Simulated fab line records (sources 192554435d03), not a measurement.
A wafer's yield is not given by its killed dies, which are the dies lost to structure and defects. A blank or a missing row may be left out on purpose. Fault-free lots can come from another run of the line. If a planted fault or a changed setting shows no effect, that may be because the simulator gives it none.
fab line records    flow n5_finfet
record lots=7  wafers=21  last_day=17
route steps=1938 shown BEOL_M3@949 BEOL_M4@1111
lots that met no fault: taken from a fault-free run of the same line
start_h: the number of hours between the record's first day and the start of the first shown wafer of the lot    wait_h: hours from the lot's prior step to this one    " identical to the entry in the row above    L1.1+2: a row that stands for several wafers    - no value, or no start given    * or withheld: withheld    < > ~ a bound
route shown NAME@n: a module of which the file shows steps, and the number in the route of the first    usual: mean/standard deviation of fault-free wafers    same: alike in all rows    chamber/n: place in a boat    sites: the reading at each site    _std_site: the values' standard deviation    _edge_site: outer sites' mean less inner sites'    radius_mm: how far each site lies from the wafer's centre    mask NAME#n: copy n    behind: the last tool/chamber to shape the wafer    hold: why the lot went on hold/how many hours it stayed there/how the hold came to an end    device: names the non-switching transistor (n, p or np)    end of line: at the end of the route, the tests of the same wafers    where a step has no rows: the recipe by itself    killed: dies that structure and defects cost at the first sort, which is not the same as the wafer's yield    map: a wafer's dies, marking killed ones x, the rest . and places with no die _
set.NAME: setting as actually run; set.NAME@STEP: the setting as run at that earlier step    model.NAME: the simulator's own value behind a step, which no gauge read
steps of the route over a sample of lots; a table a step, a row a wafer
services: when a tool's chamber went out of use (start_h, in hours from the record's first day, below 0 if earlier), for how many hours, and the reason
## steps
# step N5_BEOL_M3_ETCH_63
# recipe chemistry=CF4  target=SiARC  target_depth_a=156  mask_material=CAR-EUV  time_s=26  ion_energy_ev=80  pressure_mtorr=40  source_w=545  bias_w=36  Ar_flow_sccm=100  cf4_flow_sccm=100  ends=cleared
# usual chamber_pressure_mTorr=40.00/0.037  drypump_motor_current_A=5.8/0.41  etch_rf_on_time_s=25.8/0.56  oes_product_au=0.69/0.054  rf_fwd_power_W=532.4/1.9  rf_vpp_V=184.3/1.2  showerhead_plenum_p_Torr=2.17/0.068  throttle_valve_pct=15.59/0.16
lot.wafer  tool         chamber  start_h  wait_h  chamber_pressure_mTorr  drypump_motor_current_A  etch_rf_on_time_s  oes_product_au  rf_fwd_power_W  rf_hours_counter_h  rf_vpp_V  showerhead_plenum_p_Torr  throttle_valve_pct
L660.2     rie_diel-05  1        150.53   0.0     40.04                   6.1                      25.6               0.69            536.0           99                  182.9     2.09                      15.70
L660.3     "            3        "        "       40.00                   6.2                      25.3               0.62            533.4           215                 184.0     2.20                      15.71
L660.4     "            2        "        "       40.06                   5.3                      25.7               0.68            532.6           -                   183.8     2.15                      15.73
L659.2     rie_diel-05  2        154.63   0.0     40.00                   5.3                      25.6               0.70            533.7           101                 185.4     2.15                      15.74
L659.3     "            3        "        "       39.97                   6.2                      25.4               0.63            531.3           215                 185.2     2.20                      15.71
L659.5     "            1        "        "       40.04                   6.1                      25.6               0.69            536.5           -                   183.6     2.09                      15.71
L667.2     rie_diel-04  0        198.22   0.0     39.98                   5.1                      25.0               0.64            530.0           164                 184.3     2.14                      15.55
L667.3     "            1        "        "       39.97                   5.8                      24.9               0.74            531.3           55                  186.4     2.27                      15.62
L667.5     "            1        "        "       39.91                   5.8                      25.2               0.73            531.0           -                   185.3     2.27                      15.62
L671.3     rie_diel-01  2        227.69   0.0     39.95                   5.1                      26.0               0.67            532.0           121                 183.0     2.08                      15.71
L671.5     "            2        "        "       40.00                   5.1                      25.9               0.67            532.9           -                   182.3     2.08                      15.70
L671.6     "            1        "        "       40.01                   6.3                      26.0               0.70            532.0           -                   183.4     2.10                      15.38
L675.3     rie_diel-04  2        241.86   0.0     40.04                   5.6                      25.7               0.75            532.0           30                  184.4     2.28                      15.30
L675.4     "            1        "        "       40.08                   5.8                      25.3               0.72            531.1           69                  185.7     2.26                      15.63
L675.5     "            2        "        "       39.96                   5.6                      25.8               0.75            532.3           -                   186.1     2.28                      15.30
L680.1     rie_diel-05  3        275.31   0.0     40.06                   6.2                      25.3               0.61            531.9           250                 184.3     2.19                      15.77
L680.3     "            0        "        "       39.98                   5.9                      27.0               0.74            532.9           36                  183.5     2.18                      15.51
L680.6     "            0        "        "       39.96                   5.9                      27.0               0.74            532.2           -                   185.5     2.18                      15.52
L682.1     rie_diel-01  3        286.40   0.0     40.02                   6.0                      26.3               0.64            533.3           187                 183.4     2.14                      15.64
L682.4     "            2        "        "       39.94                   5.1                      26.0               0.66            532.0           140                 185.3     2.07                      15.76
L682.6     "            2        "        "       39.97                   5.2                      26.1               0.66            531.7           -                   184.4     2.07                      15.75
# step N5_BEOL_M3_ETCH_64
# recipe chemistry=N2/H2  target=SOC  target_depth_a=750  overetch_a=150  mask_material=SiARC  temp_c=40  time_s=112.5  ion_energy_ev=200  pressure_mtorr=30  source_w=840  bias_w=150  n2_flow_sccm=200  h2_flow_sccm=200
# usual chamber_pressure_mTorr=30.002/0.026  drypump_motor_current_A=5.8/0.41  oes_product_au=0.64/0.053  rf_fwd_power_W=836.6/2.4  rf_vpp_V=524.4/2.4  showerhead_plenum_p_Torr=2.56/0.089  throttle_valve_pct=17.75/0.2
lot.wafer  tool         chamber  start_h  wait_h  chamber_pressure_mTorr  drypump_motor_current_A  oes_product_au  rf_fwd_power_W  rf_hours_counter_h  rf_vpp_V  showerhead_plenum_p_Torr  throttle_valve_pct
L660.2     rie_diel-05  1        150.56   0.0     29.948                  6.1                      0.64            837.0           99                  522.3     2.45                      17.77
L660.3     "            3        "        "       29.965                  6.3                      0.57            835.4           215                 526.5     2.62                      17.89
L660.4     "            2        "        "       30.011                  5.3                      0.64            838.1           -                   524.1     2.58                      18.06
L659.2     rie_diel-05  2        154.66   0.0     30.010                  5.3                      0.63            835.2           101                 524.0     2.58                      18.07
L659.3     "            3        "        "       30.017                  6.3                      0.57            837.1           215                 526.2     2.62                      17.87
L659.5     "            1        "        "       29.996                  6.2                      0.63            842.7           -                   521.7     2.45                      17.78
L667.2     rie_diel-04  0        198.25   0.0     29.984                  5.1                      0.59            835.2           164                 523.0     2.51                      17.61
L667.3     "            1        "        "       30.050                  5.8                      0.67            833.2           55                  526.7     2.69                      17.83
L667.5     "            1        "        "       29.994                  5.8                      0.67            832.6           -                   526.6     2.69                      17.81
L671.3     rie_diel-01  2        227.72   0.0     29.996                  5.1                      0.62            837.0           121                 521.6     2.45                      17.91
L671.5     "            2        "        "       30.011                  5.2                      0.63            838.2           -                   522.5     2.45                      17.87
L671.6     "            1        "        "       30.000                  6.4                      0.64            836.7           -                   521.0     2.47                      17.65
L675.3     rie_diel-04  2        241.88   0.0     30.020                  5.6                      0.69            836.4           30                  527.2     2.69                      17.35
L675.4     "            1        "        "       30.005                  5.8                      0.65            832.1           69                  528.4     2.69                      17.84
L675.5     "            2        "        "       29.980                  5.6                      0.69            835.1           -                   528.4     2.69                      17.37
L680.1     rie_diel-05  3        275.34   0.0     29.997                  6.2                      0.55            837.9           250                 525.7     2.61                      17.95
L680.3     "            0        "        "       30.004                  5.9                      0.70            837.7           36                  524.8     2.59                      17.84
L680.6     "            0        "        "       30.013                  5.9                      0.70            839.4           -                   525.4     2.59                      17.85
L682.1     rie_diel-01  3        286.43   0.0     30.009                  6.0                      0.60            838.6           187                 523.3     2.52                      17.63
L682.4     "            2        "        "       29.982                  5.1                      0.61            836.0           140                 521.2     2.44                      17.91
L682.6     "            2        "        "       30.012                  5.1                      0.61            836.0           -                   521.6     2.44                      17.90
# step N5_BEOL_M3_DESCUM_33
# recipe chemistry=O2  time_s=7  source_power_w=50  bias_power_w=20  pressure_mtorr=20  rf_frequency_hz=2.712e+07  temp_c=40  resist=CAR-EUV  o2_flow_sccm=225
# usual chamber_pressure_mTorr=20.000/0.018  drypump_motor_current_A=5.7/0.38  oes_product_au=0.81/0.077  rf_fwd_power_W=49.39/0.18  rf_vpp_V=243.6/1.5  showerhead_plenum_p_Torr=2.12/0.08  throttle_valve_pct=20.41/0.19
lot.wafer  tool         chamber  start_h  wait_h  chamber_pressure_mTorr  drypump_motor_current_A  oes_product_au  rf_fwd_power_W  rf_hours_counter_h  rf_vpp_V  showerhead_plenum_p_Torr  throttle_valve_pct
L660.2     rie_diel-05  2        151.48   0.0     20.019                  5.3                      0.80            48.95           100                 243.9     2.11                      20.60
L660.3     "            1        "        "       19.987                  6.1                      0.80            49.65           99                  241.2     2.03                      20.53
L660.4     "            1        "        "       19.989                  6.2                      0.79            49.46           -                   241.7     2.03                      20.51
L659.2     rie_diel-04  0        155.47   0.0     20.008                  5.2                      0.77            49.81           149                 243.7     2.09                      20.33
L659.3     "            2        "        "       19.974                  5.6                      0.97            49.49           3                   247.3     2.23                      20.01
L659.5     "            2        "        "       20.001                  5.6                      0.96            49.48           -                   245.2     2.23                      20.02
L667.2     rie_diel-04  1        199.30   0.0     20.016                  5.8                      0.85            49.23           55                  244.9     2.21                      20.48
L667.3     "            2        "        "       20.014                  5.6                      0.91            49.29           18                  245.6     2.22                      20.04
L667.5     "            0        "        "       19.976                  5.1                      0.76            49.67           -                   243.3     2.08                      20.34
L671.3     rie_diel-05  1        228.62   0.0     20.001                  6.1                      0.77            49.45           124                 241.9     2.02                      20.59
L671.5     "            1        "        "       20.018                  6.1                      0.77            49.65           -                   242.0     2.02                      20.57
L671.6     "            0        "        "       19.986                  5.9                      0.92            49.48           -                   242.4     2.15                      20.48
L675.3     rie_diel-01  2        242.98   0.0     19.997                  5.2                      0.78            49.35           127                 240.3     2.03                      20.63
L675.4     "            1        "        "       20.010                  6.4                      0.82            49.46           -                   241.1     2.02                      20.09
L675.5     "            3        "        "       20.005                  6.0                      0.75            49.09           -                   243.7     2.09                      20.31
L680.1     rie_diel-05  2        276.30   0.2     20.018                  5.3                      0.77            49.07           135                 243.1     2.10                      20.69
L680.3     "            1        "        "       19.992                  6.1                      0.76            49.42           137                 241.6     2.02                      20.57
L680.6     "            1        "        "       19.973                  6.1                      0.76            49.37           -                   242.4     2.02                      20.59
L682.1     rie_diel-05  1        287.49   0.2     20.026                  6.1                      0.75            49.60           142                 242.3     2.02                      20.58
L682.4     "            0        "        "       20.005                  5.9                      0.88            49.48           -                   243.8     2.14                      20.50
L682.6     "            1        "        "       20.027                  6.1                      0.76            49.45           -                   242.9     2.02                      20.57
# step N5_BEOL_M3_TRENCH_ETCH_37
# recipe chemistry=C4F6/O2  target_depth_a=555.55  target=SiOC  time_s=29.2  ion_energy_ev=250  pressure_mtorr=30  source_w=355  bias_w=185  Ar_flow_sccm=300  C4F6_flow_sccm=10  O2_flow_sccm=10
# usual chamber_pressure_mTorr=29.99/0.035  drypump_motor_current_A=5.8/0.42  oes_product_au=0.80/0.07  rf_fwd_power_W=350.3/1.4  rf_vpp_V=662/14  run_length_s=52.4/0.43  showerhead_plenum_p_Torr=2.86/0.094  throttle_valve_pct=20.83/0.17
lot.wafer  tool         chamber  start_h  wait_h  chamber_pressure_mTorr  drypump_motor_current_A  oes_product_au  rf_fwd_power_W  rf_hours_counter_h  rf_vpp_V  run_length_s  showerhead_plenum_p_Torr  throttle_valve_pct
L659.2     rie_diel-04  3        158.45   -       30.00                   5.7                      0.68            350.1           244                 660       52.1          2.69                      20.94
L659.3     "            0        "        "       30.06                   5.1                      0.77            351.4           150                 646       52.4          2.85                      20.82
L659.5     "            2        "        "       29.98                   5.6                      0.94            349.2           -                   677       52.5          3.03                      20.50
L660.2     rie_diel-01  2        164.71   -       29.99                   5.2                      0.81            350.1           95                  653       51.9          2.78                      21.02
L660.3     "            1        "        "       30.01                   6.3                      0.85            351.7           -                   649       53.8          2.79                      20.60
L660.4     "            2        "        "       30.00                   5.2                      0.81            350.1           -                   653       52.1          2.78                      21.03
L667.2     rie_diel-05  3        206.40   -       30.01                   6.2                      0.71            349.5           232                 644       52.0          2.90                      20.78
L667.3     "            0        "        "       30.04                   5.9                      0.92            349.9           17                  677       52.2          2.90                      20.74
L667.5     "            3        "        "       29.99                   6.2                      0.71            350.8           -                   645       51.7          2.90                      20.78
L671.3     rie_diel-04  3        229.80   -       30.00                   5.7                      0.93            352.3           13                  671       52.2          3.02                      20.63
L671.5     "            0        "        "       30.02                   5.1                      0.75            352.0           -                   646       52.2          2.85                      20.83
L671.6     "            3        "        "       30.04                   5.7                      0.92            352.4           -                   673       52.4          3.02                      20.62
L675.3     rie_diel-01  3        245.12   -       29.99                   6.0                      0.76            -               174                 660       49.9          2.86                      20.88
L675.4     "            1        "        "       30.05                   6.4                      0.80            350.1           -                   648       53.1          2.77                      20.65
L675.5     "            2        "        "       30.00                   5.1                      0.79            349.7           -                   652       51.9          2.77                      21.07
L680.1     rie_diel-05  1        278.02   -       29.95                   6.1                      0.75            351.7           138                 659       51.9          2.76                      21.08
L680.3     "            0        "        "       29.99                   5.9                      0.86            349.3           38                  677       52.4          2.89                      20.79
L680.6     "            0        "        "       30.01                   5.9                      0.87            347.8           -                   678       52.5          2.89                      20.78
L682.1     rie_diel-04  1        287.99   -       30.05                   5.8                      0.80            349.7           84                  667       52.3          2.98                      20.88
L682.4     "            0        "        "       30.02                   5.1                      0.73            350.8           190                 646       52.7          2.84                      20.87
L682.6     "            3        "        "       30.00                   5.7                      0.87            351.5           -                   671       51.9          3.01                      20.66
# step N5_BEOL_M3_OCD_MEAS_38
# usual trench_depth_nm=55.7/0.93
lot.wafer  tool    chamber  start_h  wait_h  trench_depth_nm
L659.2     ocd-01  -        158.60   -       54.5
L659.3     "       -        "        "       57.0
L659.5     "       -        "        "       56.0
L660.2     ocd-02  -        164.93   -       55.2
L660.3     "       -        "        "       55.5
L660.4     "       -        "        "       55.2
L667.2     ocd-01  -        206.55   -       55.4
L667.3     "       -        "        "       55.0
L667.5     "       -        "        "       56.5
L671.3     ocd-01  -        229.96   -       57.4
L671.5     "       -        "        "       56.9
L671.6     "       -        "        "       57.6
L675.3     ocd-02  -        245.28   -       51.6
L675.4     "       -        "        "       56.0
L675.5     "       -        "        "       55.3
L680.1     ocd-01  -        278.17   -       54.7
L680.3     "       -        "        "       54.0
L680.6     "       -        "        "       54.0
L682.1     ocd-02  -        288.14   -       54.9
L682.4     "       -        "        "       56.2
L682.6     "       -        "        "       55.8
# step N5_BEOL_M4_RC_MEAS_101
# usual DIBL_N=36.5/1.7  DIBL_P=36.3/2.1  IOFF_N=0.16/0.036  IOFF_P=0.21/0.037  ION_N=676/12  ION_P=462/7.6  SS_N=71.5/0.68  SS_P=73.3/0.63  VT_N=249/3.5  VT_P=-250/3.5
lot.wafer  tool       chamber  start_h  wait_h  DIBL_N[mV/V]  DIBL_P[mV/V]  IOFF_N[nA/um]  IOFF_P[nA/um]  ION_N[uA/um]  ION_P[uA/um]  SS_N[mV/dec]  SS_P[mV/dec]  VT_N[mV]  VT_P[mV]
L659.2     prober-01  0        176.10   0.2     36.5          36.5          0.18           0.22           682           472           71.6          73.3          248       -248
L659.3     "          0        "        "       37.3          37.2          0.20           0.23           687           463           72.3          73.7          247       -250
L659.5     "          0        "        "       37.0          36.9          0.19           0.22           685           466           72.0          73.5          244       -248
L660.2     prober-02  0        184.13   0.2     37.9          37.5          0.20           0.24           697           470           71.8          73.1          243       -249
L660.3     "          0        "        "       37.5          37.1          0.21           0.24           696           476           71.3          73.3          242       -247
L660.4     "          0        "        "       36.5          36.5          0.18           0.22           685           471           71.8          72.8          245       -247
L667.2     prober-01  0        228.12   0.2     32.2          31.4          0.11           0.16           670           459           69.9          72.1          254       -251
L667.3     "          0        "        "       34.2          33.7          0.13           0.19           657           451           69.8          73.2          250       -253
L667.5     "          0        "        "       36.4          36.5          0.17           0.23           683           465           71.2          74.2          249       -249
L671.3     prober-01  0        251.34   0.3     34.2          35.5          0.12           0.17           664           455           70.5          73.1          252       -254
L671.5     "          0        "        "       36.2          37.2          0.15           0.19           677           457           70.7          73.5          249       -250
L671.6     "          0        "        "       36.8          38.8          0.18           0.22           686           465           71.7          74.0          247       -250
L675.3     prober-01  0        259.90   0.3     36.5          37.1          0.16           0.22           674           461           71.1          73.9          252       -251
L675.4     "          0        "        "       33.6          34.0          0.13           0.18           667           460           70.8          73.0          252       -254
L675.5     "          0        "        "       35.1          36.0          0.14           0.21           667           461           71.1          73.9          253       -249
L680.1     prober-01  0        293.40   0.0     35.0          34.1          0.12           0.17           665           457           71.3          72.2          252       -251
L680.3     "          0        "        "       35.4          34.3          0.12           0.17           669           455           71.1          72.6          252       -255
L680.6     "          0        "        "       38.7          38.4          0.18           0.23           678           464           72.1          74.3          247       -248
L682.1     prober-01  0        310.17   0.0     39.0          37.7          0.19           0.24           679           463           73.4          74.3          246       -247
L682.4     "          0        "        "       36.7          36.5          0.16           0.24           689           480           70.5          73.0          248       -246
L682.6     "          0        "        "       35.6          34.4          0.13           0.19           679           464           71.2          72.9          250       -252
## services
tool         chamber  start_h  hours  kind
rie_diel-05  1        126.84   5.4    repair
rie_diel-01  3        154.67   14.1   repair
rie_diel-04  3        176.15   -      clean
rie_diel-04  3        176.15   -      consumable_replace:focus_ring
rie_diel-04  3        176.15   -      consumable_replace:showerhead
rie_diel-04  3        176.15   12.3   scheduled_down
rie_diel-04  3        176.15   12.3   vent_cycle
rie_diel-04  0        202.29   6.5    repair
rie_diel-05  2        205.97   1.6    repair
rie_diel-05  -        216.89   0.8    repair
rie_diel-04  2        233.69   4.1    repair
rie_diel-04  2        252.40   19.3   repair
rie_diel-05  3        276.30   -      clean
rie_diel-05  3        276.30   -      consumable_replace:focus_ring
rie_diel-05  3        276.30   31.9   scheduled_down
rie_diel-05  3        276.30   31.9   vent_cycle
## key
first_sign step=N5_BEOL_M3_TRENCH_ETCH_37  reading=run_length_s  direction=down  sigmas=5.9  usual=*  struck=*
effect step=N5_BEOL_M3_OCD_MEAS_38  reading=trench_depth_nm  direction=down  sigmas=4.3  usual=55.7  struck=51.6
met_at N5_BEOL_M3_TRENCH_ETCH_37
struck_lots L675
struck_wafers L675.3
not_acting_at N5_BEOL_M3_ETCH_63,N5_BEOL_M3_ETCH_64,N5_BEOL_M3_DESCUM_33
onset_between 164.71 245.12
fault kind=process_parameter_drift  tool=rie_diel-01  chamber=-  onset_h=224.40  steps=N5_BEOL_M3_TRENCH_ETCH_37  channel=time_s  offset=*  shape=step  end_h=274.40  scope=struck_wafers_only  acts_in=*  stated=*
